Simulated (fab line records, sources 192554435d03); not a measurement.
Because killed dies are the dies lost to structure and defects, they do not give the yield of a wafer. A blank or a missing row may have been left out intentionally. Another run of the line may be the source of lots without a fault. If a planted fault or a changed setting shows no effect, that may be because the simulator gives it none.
Struck lot and sound lot, side by side -- flow n5Finfet -- 14 out of 1938 route steps
Sound: these wafers, L655.1, L655.2, L655.4. Struck: wafer L645.2 (left out: L645.1, a lot-mate that was not struck); the cause follows at the end.
Per side, at each step with rows, come the tool, then ch with its chambers, and then its first start. Under that, the readings that differ: sound wafers -- struck wafers -- difference of the means -- sigmas: that difference in standard deviations of wafers without a fault.
alike: readings whose means differ by less than 2 such deviations, and words and numbers that are the same on both sides. not compared: withheld readings, readings that some wafer has no value for, bounds like >300 that may hide the same value, and numbers for which the record gives no deviation and whose values overlap.
A row with sigmas, a row that says differs or no value, or rows on one side alone: a step with any of these is where the two part. When numbers do not overlap yet have no deviation, they are printed without sigmas and do not part them. A reading that every wafer of one side lacks parts them only if that side has two wafers or more.

first, 1 step without rows for these wafers: N5_HKMG_FIN_CMP_94 (polishes, stops on SiNx, t overpolish 4.7 s, target thk 43.299 nm).
N5_HKMG_FIN_INSPECT_28: inspects for defects (darkfield).
  sound: defectInspect-01 at day 9 02:46; struck: defectInspect-01 at day 6 16:01
  alike: rawDefectCount
N5_GATE_CUT_ETCHBACK_00: etches W in SF6/Cl2.
  sound on rieMetal-01 ch 0,1, day 9 02:48; struck on rieMetal-02 ch 0, day 6 16:02
reading,sound,struck,difference,sigmas
drypumpMotorCurrentA (A),5.2 6.5 6.5,4.8,-1.3,-2
  alike: oesProductAu, throttleValvePct
  not compared: rfHoursCounterH
then, 1 step without rows for these wafers: N5_GATE_CUT_ETCH_56 (etches TiN in Cl2/Ar, target depth 21.6 nm).
N5_GATE_CUT_ETCHBACK_30: etches TiN in Cl2/Ar, target depth 3 nm.
  sound on rieMetal-01 ch 0,1, day 9 03:01; struck on rieMetal-02 ch 0, day 6 16:15
reading,sound,struck,difference,sigmas
drypumpMotorCurrentA (A),5.2 6.5 6.4,4.8,-1.2,-2
  alike: oesProductAu, throttleValvePct
  not compared: rfHoursCounterH
then, 1 step without rows for these wafers: N5_GATE_CUT_VAPOR_ETCH_60 (etches HfO2 in BCl3/Cl2).
N5_GATE_CUT_ETCH_58: etches SiNx in CH3F/O2, target depth 17 nm, time 128.6 s.
  sound on rieDiel-01 ch 1,2, day 9 03:05; struck on rieDiel-02 ch 2, day 6 16:20
  alike: CH3F_flow_sccm, drypumpMotorCurrentA, oesProductAu, rfVppV, showerheadPlenumPTorr, throttleValvePct
  not compared: rfHoursCounterH
N5_GATE_CUT_STRIP_59: strips in N2/H2, time 20 s.
  sound on rieDiel-01 ch 1,2, day 9 03:11; struck on rieDiel-02 ch 2, day 6 16:26
  alike: drypumpMotorCurrentA, oesProductAu, rfVppV, showerheadPlenumPTorr, tempC, throttleValvePct
  not compared: rfHoursCounterH
then, 2 steps without rows for these wafers: N5_GATE_CUT_PRECLEAN_31 (cleans in DIW, time 300 s); N5_GATE_CUT_SRD_32 (time 30 s).
N5_GATE_CUT_SAC_CAP_01: material SiNx, target thk 24 nm, pulse time 1 s, ald cycles 480.
  sound on aldSin-01 ch 1,2,3, day 9 03:25; struck on aldSin-01 ch 2, day 6 17:03
reading,sound,struck,difference,sigmas
sinceWetCleanH (h),96 96 96,37,-59,
  alike: heaterPowerW, precursorPulseHeightRel
N5_GATE_CUT_PECVD_57: deposits SiNx from SiH4/NH3/N2, target thk 21 nm.
  sound on pecvd-03 ch 0,1,2, day 9 05:36; struck on pecvd-04 ch 2, day 6 19:14
reading,sound,struck,difference,sigmas
heaterPowerW (W),816 761 652,1002,+259,+2
model.SiNx_of_GATE_CUT_PECVD_57.thkNm (nm),20.6 20.8 21.2,15.2,-5.7,
  alike: showerheadPlenumPTorr, throttleValvePct
  not compared: sinceWetCleanH
N5_GATE_CUT_CMP_02: polishes, stops on SiO2, t overpolish 12.7 s, target thk 0 nm.
  sound on cmp-01 ch 0,1,3, day 9 05:43; struck on cmp-04 ch 0, day 6 19:19
reading,sound,struck,difference,sigmas
timeToEndpointS (s),27.7 26.4 24.9,17.3,-9.0,-5
  alike: headPressurePsi, motorCurrentA
-- the record jumps here: 4 days lie between the struck wafers' starts before and after (it left off in module GATE_CUT and takes up again in module BEOL_M4, whose first step shown is number 1111 of the route) --
N5_BEOL_M4_RC_MEAS_101:
  sound on prober-02 ch 0, day 12 19:11; struck on prober-01 ch 0, day 10 08:56
  alike: DIBL_N, DIBL_P, IOFF_N, IOFF_P, ION_N, ION_P, SS_N, SS_P, VT_N, VT_P

WHERE THEY PART
At N5_GATE_CUT_ETCHBACK_00 first; at N5_GATE_CUT_CMP_02 last (within this record only). Later steps at which nothing parts them and some readings are alike: N5_BEOL_M4_RC_MEAS_101.

WHY: whatever the simulator had introduced
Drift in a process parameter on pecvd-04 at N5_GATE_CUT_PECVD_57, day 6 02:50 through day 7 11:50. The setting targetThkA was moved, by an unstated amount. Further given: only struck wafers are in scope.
